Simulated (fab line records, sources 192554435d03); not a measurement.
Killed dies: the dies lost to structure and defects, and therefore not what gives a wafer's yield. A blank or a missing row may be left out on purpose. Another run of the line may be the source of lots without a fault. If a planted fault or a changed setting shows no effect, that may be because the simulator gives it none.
fab line records	flow n5Finfet
record lots=24	wafers=72	lastDay=19
route steps=1938 shown BEOL_M11@1586 BEOL_M12@1633 BEOL_M13@1660
lots that met no fault: from a run of the same line without faults
startH: hours from the record's first day to the start of the lot's first wafer shown	waitH: hours from the lot's prior step to this one	" the same as in the row above	L1.1+2: one row covering several wafers at once	- either no value or no given start	* or withheld: withheld	< > ~ a bound
route shown NAME@n: a module of which the file shows steps, and the number in the route of the first	usual: mean/standard deviation taken from wafers without a fault	same: alike in all rows	chamber/n: place in a boat	sites: readings site by site	_std_site: standard deviation across them	_edge_site: outer sites' mean less inner sites'	radiusMm: for every site, how far away it sits from the centre of the wafer	mask NAME#n: copy n	behind: tool/chamber where the wafer was last shaped	hold: reason for holding the lot/hours on hold/outcome of the hold	device: the transistor (n, p or np) that didn't switch	end of line: the route-end tests of the same wafers	a step without rows: its recipe alone	killed: dies lost to structure and defects at the first sort, not the wafer's yield	map: a wafer's dies, x killed, . not, _ none there
set.NAME: setting as actually run; set.NAME@STEP: the setting as run at that earlier step	model.NAME: the simulator's own value behind a step, which no gauge read
one table for each step of the route and one row for each wafer, over a sample of lots
services: from which hour (startH, from the record's first day; less than 0 if before it) a tool's chamber was out of use, for how many hours, and why
## steps
# step N5_BEOL_M11_CD_MEAS_35
# recipe targetCdNm=70	polarity=opening
# usual cdNm=70.1/0.57
lot.wafer	tool	chamber	startH	waitH	cdNm
L074.1	cdSem-02	-	227.85	0.0	69.6
L074.2	"	-	"	"	70.9
L074.3	"	-	"	"	70.8
L075.1	cdSem-02	-	231.42	0.0	71.4
L075.2	"	-	"	"	70.1
L075.5	"	-	"	"	70.4
L076.1	cdSem-02	-	237.16	0.0	69.8
L076.2	"	-	"	"	69.4
L076.5	"	-	"	"	69.7
L077.1	cdSem-01	-	237.61	0.0	71.2
L077.2	"	-	"	"	69.8
L077.5	"	-	"	"	71.2
L079.2	cdSem-01	-	250.32	0.0	69.7
L079.3	"	-	"	"	70.2
L079.6	"	-	"	"	69.7
L078.1	cdSem-03	-	250.78	0.0	69.4
L078.3	"	-	"	"	69.1
L078.6	"	-	"	"	69.7
L080.1	cdSem-02	-	259.68	0.0	69.9
L080.2	"	-	"	"	69.7
L080.6	"	-	"	"	69.3
L081.2	cdSem-02	-	264.68	0.0	70.0
L081.5	"	-	"	"	69.7
L081.6	"	-	"	"	70.5
L082.1	cdSem-02	-	266.63	0.0	70.9
L082.2	"	-	"	"	70.5
L082.5	"	-	"	"	71.0
L083.1	cdSem-02	-	279.52	0.0	70.1
L083.4	"	-	"	"	70.2
L083.6	"	-	"	"	70.1
L085.2	cdSem-02	-	282.19	0.0	70.4
L085.4	"	-	"	"	71.3
L085.5	"	-	"	"	70.2
L084.4	cdSem-02	-	282.83	0.0	70.6
L084.5	"	-	"	"	70.6
L084.6	"	-	"	"	70.2
L086.1	cdSem-01	-	306.46	0.0	71.1
L086.2	"	-	"	"	71.2
L086.6	"	-	"	"	70.5
L087.4	cdSem-03	-	310.38	0.0	69.0
L087.5	"	-	"	"	70.1
L087.6	"	-	"	"	69.4
L089.1	cdSem-03	-	315.38	0.0	69.5
L089.5	"	-	"	"	69.7
L089.6	"	-	"	"	69.5
L088.1	cdSem-01	-	324.28	0.0	70.2
L088.3	"	-	"	"	69.9
L088.5	"	-	"	"	69.7
L091.2	cdSem-01	-	329.87	0.0	69.9
L091.3	"	-	"	"	69.1
L091.4	"	-	"	"	70.4
L090.1	cdSem-01	-	341.76	0.0	69.6
L090.2	"	-	"	"	70.1
L090.5	"	-	"	"	71.1
L092.1	cdSem-01	-	360.09	0.0	70.3
L092.2	"	-	"	"	70.2
L092.6	"	-	"	"	69.4
L093.3	cdSem-03	-	378.88	0.0	69.2
L093.5	"	-	"	"	69.5
L093.6	"	-	"	"	69.6
L094.1	cdSem-01	-	388.57	0.0	70.6
L094.4	"	-	"	"	70.6
L094.5	"	-	"	"	70.1
L096.2	cdSem-02	-	388.88	0.0	70.4
L096.5	"	-	"	"	70.5
L096.6	"	-	"	"	70.2
L097.1	cdSem-02	-	411.32	0.0	70.1
L097.3	"	-	"	"	70.4
L097.6	"	-	"	"	70.9
L095.2	cdSem-02	-	420.86	0.0	69.6
L095.3	"	-	"	"	69.7
L095.6	"	-	"	"	71.2
# step N5_BEOL_M11_ANNEAL_51
# recipe tempC=225	timeS=90	ambient=N2
# usual wafer_temp_C_max=225.76/0.22
lot.wafer	tool	chamber	startH	waitH	wafer_temp_C_max
L074.1	rtpAnneal-01	0	232.03	0.1	225.89
L074.2	"	0	"	"	225.81
L074.3	"	0	"	"	225.46
L075.1	rtpAnneal-01	0	233.62	0.7	225.48
L075.2	"	0	"	"	225.57
L075.5	"	0	"	"	225.49
L076.1	rtpAnneal-01	0	238.91	0.1	226.06
L076.2	"	0	"	"	225.66
L076.5	"	0	"	"	225.72
L077.1	rtpAnneal-01	0	239.43	0.1	226.03
L077.2	"	0	"	"	225.51
L077.5	"	0	"	"	225.93
L079.2	rtpAnneal-02	0	251.97	0.4	225.81
L079.3	"	0	"	"	225.47
L079.6	"	0	"	"	225.85
L078.1	rtpAnneal-02	0	252.43	0.1	225.98
L078.3	"	0	"	"	225.76
L078.6	"	0	"	"	225.82
L080.1	rtpAnneal-02	0	261.27	0.1	225.67
L080.2	"	0	"	"	225.78
L080.6	"	0	"	"	225.64
L081.2	rtpAnneal-01	0	266.31	0.3	225.68
L081.5	"	0	"	"	225.96
L081.6	"	0	"	"	225.75
L082.1	rtpAnneal-01	0	269.06	0.1	225.60
L082.2	"	0	"	"	226.12
L082.5	"	0	"	"	225.42
L083.1	rtpAnneal-01	0	280.96	0.1	226.04
L083.4	"	0	"	"	226.04
L083.6	"	0	"	"	225.67
L085.2	rtpAnneal-01	0	284.96	0.1	225.55
L085.4	"	0	"	"	226.18
L085.5	"	0	"	"	226.31
L084.4	rtpAnneal-01	0	285.45	0.2	226.01
L084.5	"	0	"	"	225.65
L084.6	"	0	"	"	226.47
L086.1	rtpAnneal-01	0	307.77	0.1	225.46
L086.2	"	0	"	"	225.79
L086.6	"	0	"	"	225.78
L087.4	rtpAnneal-01	0	312.65	0.5	225.84
L087.5	"	0	"	"	225.87
L087.6	"	0	"	"	226.11
L089.1	rtpAnneal-01	0	317.43	0.1	225.98
L089.5	"	0	"	"	225.47
L089.6	"	0	"	"	225.80
L088.1	rtpAnneal-02	0	325.85	0.2	225.87
L088.3	"	0	"	"	225.59
L088.5	"	0	"	"	225.86
L091.2	rtpAnneal-01	0	332.81	0.1	225.77
L091.3	"	0	"	"	225.99
L091.4	"	0	"	"	226.16
L090.1	rtpAnneal-02	0	344.21	0.1	225.81
L090.2	"	0	"	"	225.46
L090.5	"	0	"	"	225.62
L092.1	rtpAnneal-01	0	361.76	0.1	225.59
L092.2	"	0	"	"	225.97
L092.6	"	0	"	"	225.52
L093.3	rtpAnneal-02	0	381.35	0.9	225.52
L093.5	"	0	"	"	225.52
L093.6	"	0	"	"	225.64
L094.1	rtpAnneal-02	0	390.24	0.5	225.50
L094.4	"	0	"	"	225.75
L094.5	"	0	"	"	225.81
L096.2	rtpAnneal-02	0	391.72	1.4	225.88
L096.5	"	0	"	"	226.15
L096.6	"	0	"	"	225.49
L097.1	rtpAnneal-01	0	414.48	0.3	225.71
L097.3	"	0	"	"	225.57
L097.6	"	0	"	"	225.76
L095.2	rtpAnneal-02	0	424.67	0.2	225.98
L095.3	"	0	"	"	225.34
L095.6	"	0	"	"	225.40
# step N5_BEOL_M12_OVL_MEAS_29
# recipe pointsPerWafer=44
# usual M12_OVL=-1/6
lot.wafer	tool	chamber	startH	waitH	M12_OVL[nm]
L074.1	overlay-01	0	234.46	0.0	0
L074.2	"	0	"	"	9
L074.3	"	0	"	"	-6
L075.1	overlay-01	0	236.44	0.0	5
L075.2	"	0	"	"	1
L075.5	"	0	"	"	8
L076.1	overlay-01	0	241.44	0.0	0
L076.2	"	0	"	"	-7
L076.5	"	0	"	"	-9
L077.1	overlay-01	0	241.88	0.0	-1
L077.2	"	0	"	"	-3
L077.5	"	0	"	"	-2
L079.2	overlay-02	0	254.22	0.0	3
L079.3	"	0	"	"	5
L079.6	"	0	"	"	5
L078.1	overlay-02	0	254.58	0.0	10
L078.3	"	0	"	"	-1
L078.6	"	0	"	"	0
L080.1	overlay-01	0	263.73	0.0	-9
L080.2	"	0	"	"	-3
L080.6	"	0	"	"	-6
L081.2	overlay-01	0	268.46	0.0	0
L081.5	"	0	"	"	2
L081.6	"	0	"	"	4
L082.1	overlay-01	0	271.36	0.0	-5
L082.2	"	0	"	"	10
L082.5	"	0	"	"	-7
L083.1	overlay-01	0	283.18	0.0	3
L083.4	"	0	"	"	-2
L083.6	"	0	"	"	-3
L085.2	overlay-01	0	287.19	0.0	-2
L085.4	"	0	"	"	-9
L085.5	"	0	"	"	-5
L084.4	overlay-01	0	287.69	0.0	-11
L084.5	"	0	"	"	0
L084.6	"	0	"	"	-10
L086.1	overlay-01	0	310.18	0.0	6
L086.2	"	0	"	"	0
L086.6	"	0	"	"	-5
L087.4	overlay-01	0	314.72	0.0	-8
L087.5	"	0	"	"	1
L087.6	"	0	"	"	-1
L089.1	overlay-02	0	319.91	0.0	-12
L089.5	"	0	"	"	-6
L089.6	"	0	"	"	-9
L088.1	overlay-02	0	328.01	0.0	-8
L088.3	"	0	"	"	6
L088.5	"	0	"	"	-4
L091.2	overlay-01	0	335.10	0.0	-4
L091.3	"	0	"	"	-7
L091.4	"	0	"	"	-10
L090.1	overlay-01	0	346.61	0.0	7
L090.2	"	0	"	"	-5
L090.5	"	0	"	"	3
L092.1	overlay-01	0	364.32	0.0	-1
L092.2	"	0	"	"	2
L092.6	"	0	"	"	3
L093.3	overlay-02	0	383.53	0.0	0
L093.5	"	0	"	"	-5
L093.6	"	0	"	"	-8
L094.1	overlay-02	0	392.56	0.0	18
L094.4	"	0	"	"	-3
L094.5	"	0	"	"	13
L096.2	overlay-02	0	394.03	0.0	-5
L096.5	"	0	"	"	1
L096.6	"	0	"	"	-7
L097.1	overlay-02	0	416.87	0.0	-1
L097.3	"	0	"	"	4
L097.6	"	0	"	"	-11
L095.2	overlay-02	0	426.98	0.0	-2
L095.3	"	0	"	"	-8
L095.6	"	0	"	"	-7
# step N5_BEOL_M13_THK_MEAS_01
# recipe reads=SiOC_of_BEOL_M13_ILD_DEP_00
# usual M13_ILD_THK=835/11
lot.wafer	tool	chamber	startH	waitH	M13_ILD_THK[nm]
L074.1	filmMetro-02	-	238.90	0.1	819
L074.2	"	-	"	"	822
L074.3	"	-	"	"	830
L075.1	filmMetro-01	-	239.17	0.1	824
L075.2	"	-	"	"	824
L075.5	"	-	"	"	828
L076.1	filmMetro-01	-	244.75	0.1	835
L076.2	"	-	"	"	824
L076.5	"	-	"	"	847
L077.1	filmMetro-01	-	244.90	0.1	819
L077.2	"	-	"	"	831
L077.5	"	-	"	"	839
L079.2	filmMetro-01	-	257.93	0.1	819
L079.3	"	-	"	"	813
L079.6	"	-	"	"	825
L078.1	filmMetro-01	-	258.34	0.1	836
L078.3	"	-	"	"	828
L078.6	"	-	"	"	836
L080.1	filmMetro-01	-	267.04	0.1	835
L080.2	"	-	"	"	813
L080.6	"	-	"	"	834
L081.2	filmMetro-01	-	270.81	0.1	843
L081.5	"	-	"	"	856
L081.6	"	-	"	"	850
L082.1	filmMetro-02	-	273.77	0.1	813
L082.2	"	-	"	"	827
L082.5	"	-	"	"	860
L083.1	filmMetro-02	-	286.71	0.1	845
L083.4	"	-	"	"	852
L083.6	"	-	"	"	828
L085.2	filmMetro-01	-	290.14	0.1	830
L085.4	"	-	"	"	849
L085.5	"	-	"	"	837
L084.4	filmMetro-01	-	290.53	0.0	848
L084.5	"	-	"	"	850
L084.6	"	-	"	"	840
L086.1	filmMetro-02	-	315.47	0.1	841
L086.2	"	-	"	"	823
L086.6	"	-	"	"	852
L087.4	filmMetro-01	-	319.54	0.0	820
L087.5	"	-	"	"	825
L087.6	"	-	"	"	828
L089.1	filmMetro-01	-	325.67	0.1	840
L089.5	"	-	"	"	837
L089.6	"	-	"	"	839
L088.1	filmMetro-02	-	331.79	0.1	820
L088.3	"	-	"	"	836
L088.5	"	-	"	"	839
L091.2	filmMetro-02	-	338.09	0.1	845
L091.3	"	-	"	"	827
L091.4	"	-	"	"	838
L090.1	filmMetro-01	-	350.97	0.1	837
L090.2	"	-	"	"	833
L090.5	"	-	"	"	852
L092.1	filmMetro-02	-	368.39	0.1	829
L092.2	"	-	"	"	823
L092.6	"	-	"	"	851
L093.3	filmMetro-01	-	389.70	0.1	832
L093.5	"	-	"	"	850
L093.6	"	-	"	"	838
L094.1	filmMetro-01	-	397.33	0.1	826
L094.4	"	-	"	"	845
L094.5	"	-	"	"	856
L096.2	filmMetro-02	-	398.75	0.1	829
L096.5	"	-	"	"	840
L096.6	"	-	"	"	838
L097.1	filmMetro-02	-	428.45	0.1	822
L097.3	"	-	"	"	818
L097.6	"	-	"	"	829
L095.2	filmMetro-01	-	432.85	0.1	820
L095.3	"	-	"	"	829
L095.6	"	-	"	"	839
# step N5_BEOL_M13_STRIP_63
# recipe chemistry=N2/H2	powerW=1000	tempC=250	h2Frac=0.65	overashFraction=0.3	pressureMtorr=1000	n2FlowSccm=1750	h2FlowSccm=3250
# usual drypumpMotorCurrentA=5.7/0.43	heaterPowerW=354/30	oesProductAu=0.675/0.005	stripTimeToEndpointS=28.0/1.1
lot.wafer	tool	chamber	startH	waitH	drypumpMotorCurrentA	heaterPowerW	oesProductAu	rfHoursCounterH	stripTimeToEndpointS
L074.1	plasmaAsher-01	0	239.94	-	5.5	366	0.675	68	29.4
L074.2	"	1	"	"	5.3	301	0.676	68	29.3
L074.3	"	0	"	"	5.5	380	0.684	-	28.7
L075.1	plasmaAsher-02	1	240.10	-	5.7	366	0.678	121	29.3
L075.2	"	0	"	"	6.5	379	0.675	121	30.6
L075.5	"	0	"	"	6.4	382	0.670	-	28.6
L076.1	plasmaAsher-01	1	245.46	-	5.3	316	0.670	69	28.0
L076.2	"	0	"	"	5.5	377	0.678	69	29.2
L076.5	"	1	"	"	5.3	310	0.669	-	27.0
L077.1	plasmaAsher-01	0	245.74	-	5.5	377	0.669	69	29.0
L077.2	"	1	"	"	5.3	302	0.676	69	28.5
L077.5	"	1	"	"	5.3	289	0.671	-	27.7
L079.2	plasmaAsher-01	1	258.65	-	5.3	312	0.675	72	28.7
L079.3	"	1	"	"	5.3	312	0.677	-	28.8
L079.6	"	1	"	"	5.3	311	0.671	-	28.1
L078.1	plasmaAsher-01	1	259.46	-	5.3	294	0.674	72	27.7
L078.3	"	0	"	"	5.5	372	0.677	-	29.1
L078.6	"	0	"	"	5.5	367	0.667	-	27.8
L080.1	plasmaAsher-01	0	267.79	-	5.5	366	0.672	74	27.7
L080.2	"	1	"	"	5.3	304	0.689	74	29.0
L080.6	"	0	"	"	5.5	372	0.681	-	27.7
L081.2	plasmaAsher-02	1	271.52	-	5.7	361	0.672	127	26.1
L081.5	"	0	"	"	6.4	386	0.661	-	25.1
L081.6	"	1	"	"	5.7	367	0.665	-	26.6
L082.1	plasmaAsher-02	0	274.48	-	6.5	379	0.682	128	29.5
L082.2	"	1	"	"	5.7	358	0.674	128	28.3
L082.5	"	1	"	"	5.7	366	0.670	-	25.5
L083.1	plasmaAsher-01	1	287.55	-	5.3	301	0.679	78	26.5
L083.4	"	1	"	"	5.3	303	0.673	-	25.8
L083.6	"	1	"	"	5.3	304	0.679	-	27.5
L085.2	plasmaAsher-01	0	290.96	-	5.5	362	0.676	79	28.5
L085.4	"	0	"	"	5.5	349	0.671	-	26.7
L085.5	"	1	"	"	5.3	300	0.682	-	28.0
L084.4	plasmaAsher-02	0	291.47	-	6.4	381	0.675	-	27.7
L084.5	"	1	"	"	5.7	365	0.679	-	28.8
L084.6	"	0	"	"	6.5	358	0.676	-	28.8
L086.1	plasmaAsher-01	0	316.31	-	5.5	369	0.673	83	27.5
L086.2	"	1	"	"	5.3	299	0.678	83	29.4
L086.6	"	1	"	"	5.3	309	0.675	-	26.8
L087.4	plasmaAsher-02	0	320.27	-	6.5	369	0.683	-	29.1
L087.5	"	1	"	"	5.7	366	0.676	-	28.5
L087.6	"	0	"	"	6.5	387	0.685	-	28.4
L089.1	plasmaAsher-02	0	326.50	-	6.5	381	0.675	137	28.0
L089.5	"	0	"	"	6.5	376	0.684	-	28.8
L089.6	"	1	"	"	5.7	357	0.677	-	27.9
L088.1	plasmaAsher-02	1	332.63	-	5.7	363	0.679	138	29.1
L088.3	"	0	"	"	6.4	386	0.668	-	27.2
L088.5	"	1	"	"	5.7	360	0.675	-	28.0
L091.2	plasmaAsher-02	0	338.80	-	6.5	381	0.672	139	26.9
L091.3	"	0	"	"	6.4	367	0.674	-	28.9
L091.4	"	1	"	"	5.7	371	0.666	-	27.8
L090.1	plasmaAsher-02	1	351.68	-	5.7	354	0.678	141	27.6
L090.2	"	0	"	"	6.4	380	0.683	141	27.3
L090.5	"	1	"	"	5.7	371	0.687	-	26.5
L092.1	plasmaAsher-01	0	369.10	-	5.5	365	0.673	95	28.5
L092.2	"	1	"	"	5.3	311	0.681	95	29.0
L092.6	"	1	"	"	5.3	298	0.670	-	26.0
L093.3	plasmaAsher-01	0	390.56	-	5.5	380	0.674	-	28.1
L093.5	"	1	"	"	5.3	303	0.672	-	27.0
L093.6	"	0	"	"	5.5	366	0.679	-	28.0
L094.1	plasmaAsher-01	1	398.23	-	5.3	297	0.670	100	27.8
L094.4	"	0	"	"	5.5	376	0.680	-	27.1
L094.5	"	1	"	"	5.3	301	0.675	-	25.4
L096.2	plasmaAsher-02	0	399.63	-	6.4	380	0.674	150	27.8
L096.5	"	1	"	"	5.7	364	0.669	-	26.7
L096.6	"	0	"	"	6.4	391	0.674	-	27.3
L097.1	plasmaAsher-02	0	429.17	-	6.4	380	0.677	155	29.6
L097.3	"	1	"	"	5.7	348	0.671	-	29.3
L097.6	"	0	"	"	6.4	385	0.678	-	28.6
L095.2	plasmaAsher-02	0	433.69	-	6.4	374	0.673	156	29.7
L095.3	"	0	"	"	6.4	385	0.670	-	30.0
L095.6	"	1	"	"	5.7	364	0.675	-	29.0
# step N5_BEOL_M13_STRIP_64
# recipe chemistry=N2/H2	powerW=1000	tempC=250	h2Frac=0.65	overashFraction=0.3	pressureMtorr=withheld	n2FlowSccm=1750	h2FlowSccm=3250
# usual drypumpMotorCurrentA=5.7/0.43	heaterPowerW=354/31	oesProductAu=0.715/0.0046	stripTimeToEndpointS=31.36/0.077
lot.wafer	tool	chamber	startH	waitH	drypumpMotorCurrentA	heaterPowerW	oesProductAu	rfHoursCounterH	stripTimeToEndpointS
L074.1	plasmaAsher-01	0	240.00	0.0	5.5	367	0.715	68	31.32
L074.2	"	1	"	"	5.3	304	0.715	68	31.30
L074.3	"	0	"	"	5.5	364	0.720	-	31.37
L075.1	plasmaAsher-02	1	240.16	0.0	5.7	366	0.707	121	31.50
L075.2	"	0	"	"	6.4	375	0.713	121	31.43
L075.5	"	0	"	"	6.4	383	0.716	-	31.45
L076.1	plasmaAsher-01	1	245.52	0.0	5.3	303	0.720	69	31.52
L076.2	"	0	"	"	5.5	369	0.722	69	31.52
L076.5	"	1	"	"	5.3	298	0.719	-	31.47
L077.1	plasmaAsher-01	0	245.80	0.0	5.5	365	0.713	69	31.39
L077.2	"	1	"	"	5.3	301	0.715	69	31.35
L077.5	"	1	"	"	5.3	300	0.716	-	31.35
L079.2	plasmaAsher-01	1	258.71	0.0	5.3	304	0.714	72	31.41
L079.3	"	1	"	"	5.3	302	0.713	-	31.32
L079.6	"	1	"	"	5.3	309	0.707	-	31.32
L078.1	plasmaAsher-01	1	259.52	0.0	5.3	309	0.710	72	31.30
L078.3	"	0	"	"	5.5	363	0.708	-	31.30
L078.6	"	0	"	"	5.5	370	0.707	-	31.31
L080.1	plasmaAsher-01	0	267.85	0.0	5.6	365	0.716	74	31.42
L080.2	"	1	"	"	5.3	299	0.710	74	31.45
L080.6	"	0	"	"	5.5	362	0.718	-	31.42
L081.2	plasmaAsher-02	1	271.58	0.0	5.7	366	0.710	127	31.33
L081.5	"	0	"	"	6.5	374	0.725	-	31.28
L081.6	"	1	"	"	5.7	366	0.717	-	31.33
L082.1	plasmaAsher-02	0	274.54	0.0	6.5	367	0.712	128	31.32
L082.2	"	1	"	"	5.7	368	0.710	128	31.36
L082.5	"	1	"	"	5.7	362	0.718	-	31.33
L083.1	plasmaAsher-01	1	287.61	0.0	5.3	303	0.718	78	31.42
L083.4	"	1	"	"	5.3	304	0.715	-	31.44
L083.6	"	1	"	"	5.3	299	0.721	-	31.51
L085.2	plasmaAsher-01	0	291.02	0.0	5.5	375	0.719	79	31.41
L085.4	"	0	"	"	5.5	373	0.711	-	31.39
L085.5	"	1	"	"	5.3	299	0.722	-	31.44
L084.4	plasmaAsher-02	0	291.53	0.0	6.5	386	0.708	-	31.28
L084.5	"	1	"	"	5.7	364	0.716	-	31.30
L084.6	"	0	"	"	6.4	389	0.710	-	31.23
L086.1	plasmaAsher-01	0	316.37	0.0	5.5	361	0.712	83	31.41
L086.2	"	1	"	"	5.4	293	0.702	83	31.38
L086.6	"	1	"	"	5.3	308	0.710	-	31.41
L087.4	plasmaAsher-02	0	320.33	0.0	6.4	377	0.709	-	31.35
L087.5	"	1	"	"	5.7	357	0.711	-	31.30
L087.6	"	0	"	"	6.4	384	0.716	-	31.33
L089.1	plasmaAsher-02	0	326.56	0.0	6.5	376	0.720	137	31.33
L089.5	"	0	"	"	6.5	390	0.720	-	31.36
L089.6	"	1	"	"	5.7	357	0.711	-	31.30
L088.1	plasmaAsher-02	1	332.69	0.0	5.7	372	0.715	138	31.20
L088.3	"	0	"	"	6.4	379	0.713	-	31.23
L088.5	"	1	"	"	5.7	352	0.713	-	31.29
L091.2	plasmaAsher-02	0	338.86	0.0	6.4	394	0.722	140	31.43
L091.3	"	0	"	"	6.4	391	0.714	-	31.39
L091.4	"	1	"	"	5.7	368	0.710	-	31.48
L090.1	plasmaAsher-02	1	351.74	0.0	5.7	364	0.711	141	31.37
L090.2	"	0	"	"	6.5	364	0.710	141	31.34
L090.5	"	1	"	"	5.7	371	0.725	-	31.28
L092.1	plasmaAsher-01	0	369.16	0.0	5.5	368	0.713	95	31.44
L092.2	"	1	"	"	5.3	299	0.711	95	31.36
L092.6	"	1	"	"	5.3	305	0.714	-	31.39
L093.3	plasmaAsher-01	0	390.62	0.0	5.6	373	0.716	-	31.33
L093.5	"	1	"	"	5.3	299	0.724	-	31.25
L093.6	"	0	"	"	5.5	372	0.714	-	31.25
L094.1	plasmaAsher-01	1	398.29	0.0	5.3	301	0.721	100	31.36
L094.4	"	0	"	"	5.5	369	0.714	-	31.31
L094.5	"	1	"	"	5.3	305	0.706	-	31.27
L096.2	plasmaAsher-02	0	399.69	0.0	6.5	382	0.713	150	31.29
L096.5	"	1	"	"	5.7	366	0.711	-	31.38
L096.6	"	0	"	"	6.5	385	0.716	-	31.37
L097.1	plasmaAsher-02	0	429.23	0.0	6.4	393	0.707	155	31.56
L097.3	"	1	"	"	5.7	360	0.709	-	31.52
L097.6	"	0	"	"	6.4	377	0.724	-	31.52
L095.2	plasmaAsher-02	0	433.75	0.0	6.4	383	0.718	156	31.31
L095.3	"	0	"	"	6.5	383	0.715	-	31.28
L095.6	"	1	"	"	5.7	362	0.712	-	31.39
## services
tool	chamber	startH	hours	kind
plasmaAsher-02	-	384.29	2.8	pm
plasmaAsher-01	-	431.92	14.6	pm
## key
fault none
